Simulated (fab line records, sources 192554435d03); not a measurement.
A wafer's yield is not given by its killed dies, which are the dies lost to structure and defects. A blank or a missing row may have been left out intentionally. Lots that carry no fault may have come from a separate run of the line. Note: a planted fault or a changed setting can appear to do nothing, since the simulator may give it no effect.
Chamber matching + flow n5Finfet + N5_GATE_CUT_HM_DEP_46 on pecvd-02 has 3 sister chambers
The step deposits SiO2 from TEOS/O2, target thk 130 nm, time 26.6 s. 3 wafers are shown with their chamber, then 10 later ones without.

== EACH WAFER AND ITS CHAMBER ==
| wafer  | chamber | throttleValvePct (%) |
|--------|---------|----------------------|
| L087.6 | 1       | 20.2                 |
| L089.3 | 2       | 17.7                 |
| L089.5 | 0       | 19.6                 |

== WAFERS WITH NO CHAMBER GIVEN ==
| wafer  | throttleValvePct (%) |
|--------|----------------------|
| L089.6 | 18.0                 |
| L090.2 | 19.3                 |
| L090.3 | 17.6                 |
| L090.6 | 17.6                 |
| L094.1 | 17.8                 |
| L094.2 | 20.2                 |
| L094.3 | 19.4                 |
| L097.1 | 17.9                 |
| L097.2 | 19.8                 |
| L097.5 | 19.5                 |

== WHICH CHAMBER EACH ONE RAN IN ==
| wafer  | from the rows above     | in truth |
|--------|-------------------------|----------|
| L089.6 | 2                       | 2        |
| L090.2 | 0                       | 0        |
| L090.3 | 2                       | 2        |
| L090.6 | 2                       | 2        |
| L094.1 | 2                       | 2        |
| L094.2 | 1                       | 1        |
| L094.3 | 0                       | 0        |
| L097.1 | 2                       | 2        |
| L097.2 | can't be placed: 0 or 1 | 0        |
| L097.5 | 0                       | 0        |
9 of 10 placed correctly. From these rows, 1 cannot be placed; in 1 the true chamber is one of the candidates. 0 placed wrongly.
How it was worked out, from the rows above alone: a wafer's distance from a chamber is the root of the sum, over the readings, of the square of ((its reading less the chamber's mean) divided by the reading's scatter). The wafer belongs to the nearest chamber; if the next one is less than 2 further off, it can't be placed. The mean given for a chamber averages the wafers shown for that chamber. The scatter: with one shown wafer a chamber, the root of the mean of the squares of how far each hidden wafer lies from its nearest shown one.
